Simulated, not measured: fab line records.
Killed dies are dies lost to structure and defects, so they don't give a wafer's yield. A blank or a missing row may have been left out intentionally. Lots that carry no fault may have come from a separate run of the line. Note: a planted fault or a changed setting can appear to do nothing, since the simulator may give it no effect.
Which tool is to blame? :: flow nand harc :: Sampling: 24 lots, 72 wafers, 6 of 1159 route steps

== WHAT EACH GAUGE READ, for each wafer ==
NHARC_P_M1_INSPECT_27.
lot: L074
measured: day 6 09:51
on: defect inspect-02
raw defect count: 271 236 273

lot: L075
measured: day 6 16:47
on: defect inspect-01
raw defect count: 229 233 208

lot: L076
measured: day 6 20:42
on: defect inspect-01
raw defect count: 307 281 347

lot: L077
measured: day 7 02:22
on: defect inspect-01
raw defect count: 363 341 457

lot: L078
measured: day 7 05:32
on: defect inspect-02
raw defect count: 513 392 560

lot: L080
measured: day 7 08:04
on: defect inspect-02
raw defect count: 293 225 253

lot: L079
measured: day 7 08:23
on: defect inspect-01
raw defect count: 296 271 318

lot: L081
measured: day 7 20:19
on: defect inspect-02
raw defect count: 553 487 549

lot: L082
measured: day 7 22:31
on: defect inspect-01
raw defect count: 327 431 229

lot: L083
measured: day 8 12:59
on: defect inspect-02
raw defect count: 198 196 198

lot: L085
measured: day 8 20:26
on: defect inspect-02
raw defect count: 229 398 245

lot: L084
measured: day 8 21:24
on: defect inspect-02
raw defect count: 410 644 565

lot: L088
measured: day 9 09:46
on: defect inspect-01
raw defect count: 269 320 308

lot: L087
measured: day 9 11:26
on: defect inspect-02
raw defect count: 413 223 308

lot: L086
measured: day 9 11:55
on: defect inspect-01
raw defect count: 185 151 247

lot: L090
measured: day 10 04:48
on: defect inspect-02
raw defect count: 226 435 257

lot: L089
measured: day 10 05:31
on: defect inspect-02
raw defect count: 348 309 293

lot: L091
measured: day 10 12:09
on: defect inspect-02
raw defect count: 281 333 268

lot: L092
measured: day 10 12:50
on: defect inspect-02
raw defect count: 354 296 280

lot: L094
measured: day 10 21:47
on: defect inspect-02
raw defect count: 408 573 427

lot: L093
measured: day 10 22:40
on: defect inspect-02
raw defect count: 517 436 489

lot: L095
measured: day 11 16:43
on: defect inspect-01
raw defect count: 465 329 340

lot: L096
measured: day 11 19:22
on: defect inspect-02
raw defect count: 262 253 263

lot: L097
measured: day 12 07:28
on: defect inspect-02
raw defect count: 605 284 360

NHARC_P_M2_THK_MEAS_24: measures by xrf.
lot: L074
measured: day 6 13:52
on: film metro-02
thk nm (nm): 143.1 145.5 146.1

lot: L075
measured: day 6 20:47
on: film metro-01
thk nm (nm): 145.3 142.2 147.7

lot: L076
measured: day 7 00:41
on: film metro-02
thk nm (nm): 146.8 145.3 142.4

lot: L077
measured: day 7 06:21
on: film metro-01
thk nm (nm): 145.2 143.5 145.4

lot: L078
measured: day 7 09:32
on: film metro-01
thk nm (nm): 144.2 142.6 145.4

lot: L080
measured: day 7 12:03
on: film metro-01
thk nm (nm): 143.7 144.1 145.6

lot: L079
measured: day 7 12:14
on: film metro-01
thk nm (nm): 142.6 144.3 142.7

lot: L081
measured: day 8 00:37
on: film metro-02
thk nm (nm): 143.9 144.6 146.1

lot: L082
measured: day 8 02:37
on: film metro-02
thk nm (nm): 143.8 145.0 145.8

lot: L083
measured: day 8 17:16
on: film metro-01
thk nm (nm): 145.4 144.0 145.1

lot: L085
measured: day 9 00:34
on: film metro-02
thk nm (nm): 144.4 143.8 144.8

lot: L084
measured: day 9 01:23
on: film metro-02
thk nm (nm): 144.6 141.7 146.9

lot: L088
measured: day 9 13:59
on: film metro-02
thk nm (nm): 144.2 142.9 140.1

lot: L087
measured: day 9 15:19
on: film metro-01
thk nm (nm): 142.5 142.1 143.2

lot: L086
measured: day 9 15:46
on: film metro-02
thk nm (nm): 145.0 144.1 145.0

lot: L090
measured: day 10 08:57
on: film metro-02
thk nm (nm): 146.5 145.6 145.2

lot: L089
measured: day 10 09:40
on: film metro-01
thk nm (nm): 144.6 146.4 144.7

lot: L091
measured: day 10 16:32
on: film metro-02
thk nm (nm): 146.0 144.9 144.6

lot: L092
measured: day 10 17:40
on: film metro-01
thk nm (nm): 143.3 145.2 142.7

lot: L094
measured: day 11 01:43
on: film metro-01
thk nm (nm): 145.4 144.4 145.2

lot: L093
measured: day 11 02:40
on: film metro-02
thk nm (nm): 144.8 144.6 144.0

lot: L095
measured: day 11 20:42
on: film metro-02
thk nm (nm): 145.3 143.8 143.3

lot: L096
measured: day 11 23:23
on: film metro-01
thk nm (nm): 145.0 145.1 143.9

lot: L097
measured: day 12 11:29
on: film metro-02
thk nm (nm): 141.4 142.1 145.3

NHARC_P_M2_INSPECT_27.
lot: L074
measured: day 6 14:02
on: defect inspect-02
raw defect count: 228 311 223

lot: L075
measured: day 6 20:56
on: defect inspect-01
raw defect count: 306 333 338

lot: L076
measured: day 7 00:50
on: defect inspect-01
raw defect count: 313 299 451

lot: L077
measured: day 7 06:31
on: defect inspect-02
raw defect count: 236 243 119

lot: L078
measured: day 7 09:41
on: defect inspect-02
raw defect count: 345 234 287

lot: L080
measured: day 7 12:13
on: defect inspect-01
raw defect count: 154 177 225

lot: L079
measured: day 7 12:23
on: defect inspect-02
raw defect count: 344 202 305

lot: L081
measured: day 8 00:46
on: defect inspect-02
raw defect count: 257 245 285

lot: L082
measured: day 8 02:46
on: defect inspect-01
raw defect count: 280 388 207

lot: L083
measured: day 8 17:26
on: defect inspect-02
raw defect count: 374 391 240

lot: L085
measured: day 9 00:44
on: defect inspect-01
raw defect count: 239 416 181

lot: L084
measured: day 9 01:32
on: defect inspect-01
raw defect count: 270 232 424

lot: L088
measured: day 9 14:09
on: defect inspect-02
raw defect count: 362 321 282

lot: L087
measured: day 9 15:28
on: defect inspect-02
raw defect count: 323 213 566

lot: L086
measured: day 9 15:55
on: defect inspect-01
raw defect count: 296 264 316

lot: L090
measured: day 10 09:07
on: defect inspect-02
raw defect count: 602 538 359

lot: L089
measured: day 10 09:49
on: defect inspect-02
raw defect count: 207 178 184

lot: L091
measured: day 10 16:47
on: defect inspect-01
raw defect count: 450 239 304

lot: L092
measured: day 10 17:50
on: defect inspect-02
raw defect count: 385 281 396

lot: L094
measured: day 11 01:52
on: defect inspect-01
raw defect count: 357 342 357

lot: L093
measured: day 11 02:49
on: defect inspect-02
raw defect count: 263 213 225

lot: L095
measured: day 11 20:52
on: defect inspect-02
raw defect count: 303 268 351

lot: L096
measured: day 11 23:32
on: defect inspect-02
raw defect count: 222 141 300

lot: L097
measured: day 12 11:38
on: defect inspect-02
raw defect count: 396 235 167

NHARC_P_BONDPAD_OVL_MEAS_38.
lot: L074
measured: day 6 15:54
on: overlay-02
overlay x nm (nm): -5 -6 -5
overlay y nm (nm): 2 1 2

lot: L075
measured: day 6 22:40
on: overlay-01
overlay x nm (nm): -1 -1 -1
overlay y nm (nm): 7 7 7

lot: L076
measured: day 7 02:35
on: overlay-01
overlay x nm (nm): -2 -1 -1
overlay y nm (nm): -3 -3 -2

lot: L077
measured: day 7 08:24
on: overlay-01
overlay x nm (nm): 12 12 12
overlay y nm (nm): 1 1 1

lot: L078
measured: day 7 11:32
on: overlay-02
overlay x nm (nm): -8 -8 -8
overlay y nm (nm): -6 -6 -6

lot: L080
measured: day 7 14:13
on: overlay-02
overlay x nm (nm): -13 -13 -13
overlay y nm (nm): 6 6 6

lot: L079
measured: day 7 14:29
on: overlay-02
overlay x nm (nm): 4 4 4
overlay y nm (nm): 0 0 0

lot: L081
measured: day 8 02:29
on: overlay-01
overlay x nm (nm): 0 0 0
overlay y nm (nm): 7 6 7

lot: L082
measured: day 8 04:39
on: overlay-02
overlay x nm (nm): -4 -4 -4
overlay y nm (nm): 8 8 8

lot: L083
measured: day 8 19:23
on: overlay-01
overlay x nm (nm): -6 -5 -5
overlay y nm (nm): 2 2 3

lot: L085
measured: day 9 02:37
on: overlay-01
overlay x nm (nm): -5 -5 -5
overlay y nm (nm): 10 10 11

lot: L084
measured: day 9 03:23
on: overlay-01
overlay x nm (nm): -9 -8 -9
overlay y nm (nm): -3 -2 -3

lot: L088
measured: day 9 15:53
on: overlay-01
overlay x nm (nm): -2 -2 -1
overlay y nm (nm): 2 2 1

lot: L087
measured: day 9 17:13
on: overlay-01
overlay x nm (nm): -6 -7 -6
overlay y nm (nm): 0 0 -1

lot: L086
measured: day 9 17:41
on: overlay-02
overlay x nm (nm): -3 -2 -2
overlay y nm (nm): -8 -8 -8

lot: L090
measured: day 10 11:01
on: overlay-02
overlay x nm (nm): -4 -3 -3
overlay y nm (nm): 1 1 1

lot: L089
measured: day 10 11:41
on: overlay-01
overlay x nm (nm): -1 -1 -2
overlay y nm (nm): 6 6 6

lot: L091
measured: day 10 18:38
on: overlay-02
overlay x nm (nm): 10 10 11
overlay y nm (nm): 9 8 9

lot: L092
measured: day 10 19:46
on: overlay-02
overlay x nm (nm): -3 -3 -3
overlay y nm (nm): 4 5 4

lot: L094
measured: day 11 04:28
on: overlay-02
overlay x nm (nm): 7 8 7
overlay y nm (nm): 5 5 5

lot: L093
measured: day 11 04:42
on: overlay-01
overlay x nm (nm): -5 -4 -4
overlay y nm (nm): 2 2 1

lot: L095
measured: day 11 22:37
on: overlay-02
overlay x nm (nm): 0 0 0
overlay y nm (nm): 2 2 2

lot: L096
measured: day 12 01:17
on: overlay-02
overlay x nm (nm): 7 7 7
overlay y nm (nm): -12 -11 -12

lot: L097
measured: day 12 13:29
on: overlay-01
overlay x nm (nm): -5 -5 -5
overlay y nm (nm): -2 -2 -2

NHARC_P_BONDPAD_THK_MEAS_20: measures by xrf.
lot: L074
measured: day 6 18:24
on: film metro-01
thk nm (nm): 161.0 163.4 159.7

lot: L075
measured: day 7 01:08
on: film metro-01
thk nm (nm): 160.3 158.9 159.7

lot: L076
measured: day 7 05:04
on: film metro-02
thk nm (nm): 162.5 161.7 158.7

lot: L077
measured: day 7 10:52
on: film metro-01
thk nm (nm): 159.7 162.8 162.6

lot: L078
measured: day 7 14:00
on: film metro-01
thk nm (nm): 161.8 161.5 160.7

lot: L080
measured: day 7 16:41
on: film metro-01
thk nm (nm): 158.7 161.3 160.8

lot: L079
measured: day 7 16:59
on: film metro-01
thk nm (nm): 161.5 164.4 159.4

lot: L081
measured: day 8 05:01
on: film metro-01
thk nm (nm): 159.9 161.4 160.9

lot: L082
measured: day 8 07:08
on: film metro-01
thk nm (nm): 163.2 163.6 162.7

lot: L083
measured: day 8 21:52
on: film metro-01
thk nm (nm): 165.0 161.0 160.4

lot: L085
measured: day 9 05:05
on: film metro-01
thk nm (nm): 159.1 161.8 159.7

lot: L084
measured: day 9 05:51
on: film metro-01
thk nm (nm): 160.3 164.4 159.9

lot: L088
measured: day 9 18:28
on: film metro-01
thk nm (nm): 160.1 163.4 160.5

lot: L087
measured: day 9 19:47
on: film metro-02
thk nm (nm): 162.2 164.2 164.6

lot: L086
measured: day 9 20:17
on: film metro-01
thk nm (nm): 161.3 160.0 160.4

lot: L090
measured: day 10 13:30
on: film metro-01
thk nm (nm): 160.6 161.5 163.5

lot: L089
measured: day 10 14:12
on: film metro-02
thk nm (nm): 160.3 159.3 160.2

lot: L091
measured: day 10 21:18
on: film metro-01
thk nm (nm): 160.8 162.4 159.9

lot: L092
measured: day 10 22:25
on: film metro-01
thk nm (nm): 159.5 159.9 165.4

lot: L094
measured: day 11 06:56
on: film metro-01
thk nm (nm): 161.6 158.2 161.9

lot: L093
measured: day 11 07:11
on: film metro-02
thk nm (nm): 160.9 158.2 161.7

lot: L095
measured: day 12 01:16
on: film metro-02
thk nm (nm): 160.6 160.5 160.4

lot: L096
measured: day 12 03:49
on: film metro-02
thk nm (nm): 160.7 158.7 160.9

lot: L097
measured: day 12 16:22
on: film metro-01
thk nm (nm): 158.2 160.1 161.4

== WHICH TOOL RAN EACH LOT (tool, then ch and the chambers of the sampled wafers, then the start) ==
lot: L074
NHARC_P_M2_ETCH_15: rie diel-11 ch 0,1, day 6 13:52 or earlier

lot: L075
NHARC_P_M2_ETCH_15: rie diel-11 ch 1,3, day 6 20:47 or earlier

lot: L076
NHARC_P_M2_ETCH_15: rie diel-07 ch 0,1,2, day 7 00:41 or earlier

lot: L077
NHARC_P_M2_ETCH_15: rie diel-11 ch 0,1,2, day 7 06:21 or earlier

lot: L078
NHARC_P_M2_ETCH_15: rie diel-11 ch 0,1,3, day 7 09:32 or earlier

lot: L080
NHARC_P_M2_ETCH_15: rie diel-07 ch 0,2,3, day 7 12:03 or earlier

lot: L079
NHARC_P_M2_ETCH_15: rie diel-11 ch 0,3, day 7 12:14 or earlier

lot: L081
NHARC_P_M2_ETCH_15: rie diel-07 ch 1,2, day 8 00:37 or earlier

lot: L082
NHARC_P_M2_ETCH_15: rie diel-03 ch 0,1,2, day 8 02:37 or earlier

lot: L083
NHARC_P_M2_ETCH_15: rie diel-11 ch 0,1,3, day 8 17:16 or earlier

lot: L085
NHARC_P_M2_ETCH_15: rie diel-03 ch 1,2,3, day 9 00:34 or earlier

lot: L084
NHARC_P_M2_ETCH_15: rie diel-07 ch 0,2,3, day 9 01:23 or earlier

lot: L088
NHARC_P_M2_ETCH_15: rie diel-11 ch 0,1,2, day 9 13:59 or earlier

lot: L087
NHARC_P_M2_ETCH_15: rie diel-07 ch 0,1, day 9 15:19 or earlier

lot: L086
NHARC_P_M2_ETCH_15: rie diel-03 ch 1,2,3, day 9 15:46 or earlier

lot: L090
NHARC_P_M2_ETCH_15: rie diel-07 ch 1,2,3, day 10 08:57 or earlier

lot: L089
NHARC_P_M2_ETCH_15: rie diel-11 ch 0,1,2, day 10 09:40 or earlier

lot: L091
NHARC_P_M2_ETCH_15: rie diel-03 ch 0,1,2, day 10 16:32 or earlier

lot: L092
NHARC_P_M2_ETCH_15: rie diel-03 ch 1,3, day 10 17:40 or earlier

lot: L094
NHARC_P_M2_ETCH_15: rie diel-11 ch 1,3, day 11 01:43 or earlier

lot: L093
NHARC_P_M2_ETCH_15: rie diel-11 ch 0,1,2, day 11 02:40 or earlier

lot: L095
NHARC_P_M2_ETCH_15: rie diel-11 ch 0,1,3, day 11 20:42 or earlier

lot: L096
NHARC_P_M2_ETCH_15: rie diel-11 ch 0,1,3, day 11 23:23 or earlier

lot: L097
NHARC_P_M2_ETCH_15: rie diel-07 ch 2,3, day 12 11:29 or earlier
- NHARC_P_M2_ETCH_15: etches the open film in C4F8/Ar, target depth 182.5 nm, time 91.2 s.

== WHAT THE TOOLS THEMSELVES READ (means of the sampled wafers that have a number; where no wafer has one, the mark that the record gives instead) ==
NHARC_P_M2_ETCH_15.
lot: L074
tool: rie diel-11
oes product au (a.u.): 0.933
rf fwd power W (W): 598.5
rf vpp V (V): 444.5

lot: L075
tool: rie diel-11
oes product au (a.u.): 0.978
rf fwd power W (W): 597.3
rf vpp V (V): 440.9

lot: L076
tool: rie diel-07
oes product au (a.u.): 0.927
rf fwd power W (W): 597.0
rf vpp V (V): 444.3

lot: L077
tool: rie diel-11
oes product au (a.u.): 0.934
rf fwd power W (W): 599.5
rf vpp V (V): 442.2

lot: L078
tool: rie diel-11
oes product au (a.u.): 0.976
rf fwd power W (W): 596.0
rf vpp V (V): 443.0

lot: L080
tool: rie diel-07
oes product au (a.u.): 0.916
rf fwd power W (W): 599.1
rf vpp V (V): 443.6

lot: L079
tool: rie diel-11
oes product au (a.u.): 0.981
rf fwd power W (W): 597.2
rf vpp V (V): 442.9

lot: L081
tool: rie diel-07
oes product au (a.u.): 0.919
rf fwd power W (W): 596.6
rf vpp V (V): 444.0

lot: L082
tool: rie diel-03
oes product au (a.u.): 0.922
rf fwd power W (W): 596.1
rf vpp V (V): 442.3

lot: L083
tool: rie diel-11
oes product au (a.u.): 0.979
rf fwd power W (W): 599.1
rf vpp V (V): 442.7

lot: L085
tool: rie diel-03
oes product au (a.u.): 0.922
rf fwd power W (W): 596.1
rf vpp V (V): 441.5

lot: L084
tool: rie diel-07
oes product au (a.u.): 0.920
rf fwd power W (W): 596.9
rf vpp V (V): 442.4

lot: L088
tool: rie diel-11
oes product au (a.u.): 0.959
rf fwd power W (W): 595.4
rf vpp V (V): 443.0

lot: L087
tool: rie diel-07
oes product au (a.u.): 0.922
rf fwd power W (W): 597.1
rf vpp V (V): 443.7

lot: L086
tool: rie diel-03
oes product au (a.u.): 0.918
rf fwd power W (W): 596.0
rf vpp V (V): 440.7

lot: L090
tool: rie diel-07
oes product au (a.u.): 0.921
rf fwd power W (W): 597.1
rf vpp V (V): 444.0

lot: L089
tool: rie diel-11
oes product au (a.u.): 0.936
rf fwd power W (W): 596.3
rf vpp V (V): 441.3

lot: L091
tool: rie diel-03
oes product au (a.u.): 0.945
rf fwd power W (W): 596.9
rf vpp V (V): 442.3

lot: L092
tool: rie diel-03
oes product au (a.u.): 0.940
rf fwd power W (W): 593.2
rf vpp V (V): 443.8

lot: L094
tool: rie diel-11
oes product au (a.u.): 0.963
rf fwd power W (W): 597.2
rf vpp V (V): 441.5

lot: L093
tool: rie diel-11
oes product au (a.u.): 0.966
rf fwd power W (W): 597.1
rf vpp V (V): 442.8

lot: L095
tool: rie diel-11
oes product au (a.u.): 0.959
rf fwd power W (W): 596.0
rf vpp V (V): 442.2

lot: L096
tool: rie diel-11
oes product au (a.u.): 0.968
rf fwd power W (W): 596.2
rf vpp V (V): 441.4

lot: L097
tool: rie diel-07
oes product au (a.u.): 0.923
rf fwd power W (W): 596.7
rf vpp V (V): 443.5

== THE ANSWER, worked out from the rows above alone ==
Rule: the lots themselves supply what counts as usual. The widest of any qualifying gaps counts: lots, ordered by their means at a reading, are off when they make up no more than a third of the lots, leave a main group of 4 or more, and stand apart from it by 3 or more times the standard deviation of that group's means. If all means in a main group match to the digits the tables above print for the reading, that group is not used. Also off: a lot with no number at a reading for which 4 or more lots have one. All remaining lots with rows at the step are treated as sound. After the gauges, taken in route order, come the tools' own readings; for these a lot's mean is taken, as printed above. The first step at which some lot is off is used, and at that step the reading that is off furthest; a lot without a number counts as furthest.
No lot is off at any reading shown: from this, nothing can be told.

== WHAT HAD BEEN PUT IN BY THE SIMULATOR ==
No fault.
